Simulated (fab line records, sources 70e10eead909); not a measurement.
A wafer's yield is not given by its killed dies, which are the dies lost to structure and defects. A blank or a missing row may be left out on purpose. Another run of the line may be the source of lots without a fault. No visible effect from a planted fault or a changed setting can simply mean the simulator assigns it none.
Which tool is to blame? / flow nand-harc / 11 lots, 33 wafers sampled, at 5 steps of a route of 1302

== WHAT EACH GAUGE READ, for each wafer ==
NHARC_A_CHANNEL_FILL_D2_INSPECT_13.
lot=L075; measured=day 15 23:23; on=defect-inspect-02; raw-defect-count=289 302 373
lot=L078; measured=day 16 19:29; on=defect-inspect-02; raw-defect-count=424 372 386
lot=L079; measured=day 18 02:29; on=defect-inspect-02; raw-defect-count=321 476 423
lot=L080; measured=day 18 09:49; on=defect-inspect-02; raw-defect-count=295 218 162
lot=L083; measured=day 19 10:09; on=defect-inspect-02; raw-defect-count=281 175 155
lot=L085; measured=day 20 13:20; on=defect-inspect-01; raw-defect-count=304 366 305
lot=L086; measured=day 20 13:10; on=defect-inspect-01; raw-defect-count=611 266 248
lot=L089; measured=day 21 22:24; on=defect-inspect-01; raw-defect-count=343 242 296
lot=L092; measured=day 23 02:22; on=defect-inspect-01; raw-defect-count=311 398 239
lot=L093; measured=day 23 14:01; on=defect-inspect-02; raw-defect-count=223 365 299
lot=L095; measured=day 24 14:01; on=defect-inspect-02; raw-defect-count=363 320 240

== EACH LOT AND THE TOOL THAT RAN IT (in order: tool; ch and the chambers of the sampled wafers; start) ==
lot=L075; NHARC_A_CHANNEL_HOLE_D2_ETCH_39=rie-diel-02 ch 0,2,3, day 13 19:26 or earlier; NHARC_A_CHANNEL_HOLE_D2_ETCH_20=har-etch-02 ch 0,1, day 13 19:26; NHARC_A_CHANNEL_HOLE_D2_ETCH_26=har-etch-02 ch 0,1, day 13 23:05; NHARC_A_CHANNEL_FILL_D2_ETCHBACK_19=rie-si-06 ch 0,1,2, day 14 23:15
lot=L078; NHARC_A_CHANNEL_HOLE_D2_ETCH_39=rie-diel-07 ch 0,1,3, day 14 12:49 or earlier; NHARC_A_CHANNEL_HOLE_D2_ETCH_20=har-etch-01 ch 0,1, day 14 12:49; NHARC_A_CHANNEL_HOLE_D2_ETCH_26=har-etch-01 ch 0,1, day 14 16:31; NHARC_A_CHANNEL_FILL_D2_ETCHBACK_19=rie-si-02 ch 0,3, day 15 19:19
lot=L079; NHARC_A_CHANNEL_HOLE_D2_ETCH_39=rie-diel-04 ch 1,2,3, day 15 16:53 or earlier; NHARC_A_CHANNEL_HOLE_D2_ETCH_20=har-etch-01 ch 0,1, day 15 16:53; NHARC_A_CHANNEL_HOLE_D2_ETCH_26=har-etch-01 ch 0,1, day 15 20:32; NHARC_A_CHANNEL_FILL_D2_ETCHBACK_19=rie-si-02 ch 0,3, day 16 23:13
lot=L080; NHARC_A_CHANNEL_HOLE_D2_ETCH_39=rie-diel-02 ch 0,2,3, day 16 01:16 or earlier; NHARC_A_CHANNEL_HOLE_D2_ETCH_20=har-etch-01 ch 0,1, day 16 01:16; NHARC_A_CHANNEL_HOLE_D2_ETCH_26=har-etch-01 ch 0,1, day 16 04:55; NHARC_A_CHANNEL_FILL_D2_ETCHBACK_19=rie-si-02 ch 0,1,2, day 17 06:17
lot=L083; NHARC_A_CHANNEL_HOLE_D2_ETCH_39=rie-diel-02 ch 1,2,3, day 17 04:08 or earlier; NHARC_A_CHANNEL_HOLE_D2_ETCH_20=har-etch-01 ch 0,1, day 17 04:08; NHARC_A_CHANNEL_HOLE_D2_ETCH_26=har-etch-01 ch 0,1, day 17 07:50; NHARC_A_CHANNEL_FILL_D2_ETCHBACK_19=rie-si-06 ch 0,2,3, day 18 10:01
lot=L085; NHARC_A_CHANNEL_HOLE_D2_ETCH_39=rie-diel-07 ch 0,2,3, day 18 04:31 or earlier; NHARC_A_CHANNEL_HOLE_D2_ETCH_20=har-etch-02 ch 0,1, day 18 04:31; NHARC_A_CHANNEL_HOLE_D2_ETCH_26=har-etch-02 ch 0,1, day 18 08:09; NHARC_A_CHANNEL_FILL_D2_ETCHBACK_19=rie-si-02 ch 2,3, day 19 12:27
lot=L086; NHARC_A_CHANNEL_HOLE_D2_ETCH_39=rie-diel-07 ch 0,2, day 18 08:39 or earlier; NHARC_A_CHANNEL_HOLE_D2_ETCH_20=har-etch-02 ch 0,1, day 18 08:39; NHARC_A_CHANNEL_HOLE_D2_ETCH_26=har-etch-02 ch 0,1, day 18 12:19; NHARC_A_CHANNEL_FILL_D2_ETCHBACK_19=rie-si-06 ch 1,2, day 19 12:27
lot=L089; NHARC_A_CHANNEL_HOLE_D2_ETCH_39=rie-diel-07 ch 1,2,3, day 19 14:43 or earlier; NHARC_A_CHANNEL_HOLE_D2_ETCH_20=har-etch-02 ch 0,1, day 19 14:43; NHARC_A_CHANNEL_HOLE_D2_ETCH_26=har-etch-02 ch 0,1, day 19 18:22; NHARC_A_CHANNEL_FILL_D2_ETCHBACK_19=rie-si-04 ch 0,1,3, day 20 22:22
lot=L092; NHARC_A_CHANNEL_HOLE_D2_ETCH_39=rie-diel-04 ch 0,1,3, day 20 17:40 or earlier; NHARC_A_CHANNEL_HOLE_D2_ETCH_20=har-etch-01 ch 1, day 20 17:40; NHARC_A_CHANNEL_HOLE_D2_ETCH_26=har-etch-01 ch 1, day 20 21:17; NHARC_A_CHANNEL_FILL_D2_ETCHBACK_19=rie-si-04 ch 0,1,3, day 22 02:07
lot=L093; NHARC_A_CHANNEL_HOLE_D2_ETCH_39=rie-diel-07 ch 0,1,3, day 21 05:52 or earlier; NHARC_A_CHANNEL_HOLE_D2_ETCH_20=har-etch-01 ch 0,1, day 21 05:52; NHARC_A_CHANNEL_HOLE_D2_ETCH_26=har-etch-01 ch 0,1, day 21 09:26; NHARC_A_CHANNEL_FILL_D2_ETCHBACK_19=rie-si-04 ch 0,3, day 22 14:38
lot=L095; NHARC_A_CHANNEL_HOLE_D2_ETCH_39=rie-diel-07 ch 0,1,3, day 22 02:04 or earlier; NHARC_A_CHANNEL_HOLE_D2_ETCH_20=har-etch-01 ch 0,1, day 22 02:04; NHARC_A_CHANNEL_HOLE_D2_ETCH_26=har-etch-01 ch 0,1, day 22 05:42; NHARC_A_CHANNEL_FILL_D2_ETCHBACK_19=rie-si-06 ch 1,2,3, day 23 13:57
- NHARC_A_CHANNEL_HOLE_D2_ETCH_39: etches the open film in N2/H2, target depth 260 nm, time 325 s.
- NHARC_A_CHANNEL_HOLE_D2_ETCH_20: etches the open film in C4F8/O2/Ar, time 361.9 s, target depth 1600 nm.
- NHARC_A_CHANNEL_HOLE_D2_ETCH_26: etches the open film in C4F8/O2/Ar, time 224.1 s, target depth 300 nm.
- NHARC_A_CHANNEL_FILL_D2_ETCHBACK_19: etches the open film in HBr/Cl2, target depth 5 nm, time 1.7 s.

== THE ANSWER, worked out from the rows above alone ==
Rule: what is usual is taken from the lots themselves. The widest of any qualifying gaps counts: lots, ordered by their means at a reading, are off when they make up no more than a third of the lots, leave a main group of 4 or more, and stand apart from it by 3 or more times the standard deviation of that group's means. The tables above print the reading to a certain number of digits; a main group whose means all agree to those digits is not used. A lot without any number at a reading at which 4 lots or more have one is off too. Where the step has rows for the other lots, those lots are counted as sound.
No lot is off at any reading shown: from this, nothing can be told.

== WHAT HAD BEEN PUT IN BY THE SIMULATOR ==
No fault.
